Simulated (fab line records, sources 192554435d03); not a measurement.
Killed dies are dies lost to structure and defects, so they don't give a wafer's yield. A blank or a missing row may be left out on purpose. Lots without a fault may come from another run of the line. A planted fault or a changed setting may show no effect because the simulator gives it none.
One fault seen from 2 desks | flow n5_finfet | each desk has only its own numbers; what lay behind them comes last

THE TOOL OWNER'S DESK: rie_diel-03
The tool's own readings at N5_MOL_CONTACT_COAG_ETCH_47 (etches SiNx in CH3F/O2, stops on W, target depth 27 nm): means of the sampled wafers that have a number, for each lot that ran on this tool. A lot is out of limits, marked OUT, if its mean lies more than 4 standard deviations from the usual mean; the brackets give that distance. Of its 9 readings 7 are shown: the one that was out of limits first, and those that lie furthest out on some lot.
Columns: A = etch_rf_on_time_s at N5_MOL_CONTACT_COAG_ETCH_47, usual 31.7 s; B = oes_f_703_au at N5_MOL_CONTACT_COAG_ETCH_47, usual 0.77 a.u.; C = oes_o_777_au at N5_MOL_CONTACT_COAG_ETCH_47, usual 0.77 a.u.; D = oes_product_au at N5_MOL_CONTACT_COAG_ETCH_47, usual 0.68 a.u.; E = rf_fwd_power_W at N5_MOL_CONTACT_COAG_ETCH_47, usual 386.9 W; F = rf_vpp_V at N5_MOL_CONTACT_COAG_ETCH_47, usual 295 V; G = throttle_valve_pct at N5_MOL_CONTACT_COAG_ETCH_47, usual 16.31 %
lot  | first seen here | A    | B    | C    | D    | E               | F   | G
L706 | day 6 03:57     | 30.6 | 0.89 | 0.88 | 0.77 | 384.9           | 294 | 16.02
L708 | day 6 17:34     | 30.9 | 0.81 | 0.81 | 0.71 | 386.8           | 294 | 16.25
L715 | day 8 17:57     | 29.3 | 1.06 | 1.01 | 0.78 | 450.1 (+35) OUT | 276 | 16.13
L718 | day 9 02:59     | 29.3 | 1.10 | 1.03 | 0.80 | 449.8 (+35) OUT | 278 | 16.03
This desk's finding: out of limits on L715, L718; first on L715, day 8 17:57 (rf_fwd_power_W at N5_MOL_CONTACT_COAG_ETCH_47). In limits: L706, L708.

THE METROLOGY DESK
What the gauges read, lot by lot, whatever tool the lot ran on: means of the sampled wafers that have a number. A lot is out of limits, marked OUT, if its mean lies more than 4 standard deviations from the usual mean; the brackets give that distance. Of its 11 readings 7 are shown: those that lie furthest out on some lot.
Columns: A = VG_OVL at N5_MOL_CONTACT_COAG_OVL_MEAS_85, usual 0.1 nm; B = DIBL_N at N5_BEOL_M4_RC_MEAS_101, usual 37.0 mV/V; C = IOFF_N at N5_BEOL_M4_RC_MEAS_101, usual 0.17 nA/um; D = IOFF_P at N5_BEOL_M4_RC_MEAS_101, usual 0.23 nA/um; E = SS_N at N5_BEOL_M4_RC_MEAS_101, usual 71.7 mV/dec; F = SS_P at N5_BEOL_M4_RC_MEAS_101, usual 73.6 mV/dec; G = VT_P at N5_BEOL_M4_RC_MEAS_101, usual -250 mV
lot  | first seen here | A    | B    | C    | D    | E    | F    | G
L702 | day 5 00:58     | 0.1  | 40.4 | 0.25 | 0.31 | 72.4 | 74.9 | -247
L706 | day 6 03:16     | 1.0  | 36.6 | 0.16 | 0.24 | 71.2 | 73.4 | -248
L708 | day 6 16:53     | 0.8  | 37.7 | 0.20 | 0.24 | 71.9 | 73.9 | -252
L710 | day 7 03:41     | 0.1  | 38.4 | 0.19 | 0.27 | 71.9 | 74.5 | -247
L715 | day 8 16:47     | 0.7  | 35.7 | 0.19 | 0.26 | 71.1 | 73.9 | -247
L718 | day 9 01:49     | -0.2 | 38.8 | 0.22 | 0.26 | 72.7 | 74.4 | -249
L720 | day 9 12:33     | -0.6 | 33.8 | 0.14 | 0.16 | 71.5 | 72.7 | -256
L721 | day 9 20:50     | -0.2 | 36.2 | 0.15 | 0.19 | 71.3 | 72.8 | -252
L725 | day 10 21:51    | 0.6  | 35.8 | 0.14 | 0.16 | 71.4 | 73.4 | -257
This desk's finding: nothing out of limits on any of the 9 lots.

PUT TOGETHER
The tool owner's desk could have raised an alarm at day 8 17:57, on L715, L718.
The metrology desk saw nothing out of limits.
The metrology desk has L715, L718 on record, within its limits.
Of the lots named, all ran N5_MOL_CONTACT_COAG_ETCH_47 on rie_diel-03.

WHAT THE SIMULATOR HAD PUT IN
Process parameter drift: rie_diel-03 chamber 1, from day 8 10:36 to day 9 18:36, at N5_MOL_CONTACT_COAG_ETCH_47. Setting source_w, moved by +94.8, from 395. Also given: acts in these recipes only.
Lots struck among those shown: L715, L718.
Hours from the fault's start to each desk's first reading out of limits: the tool owner's desk, 7.
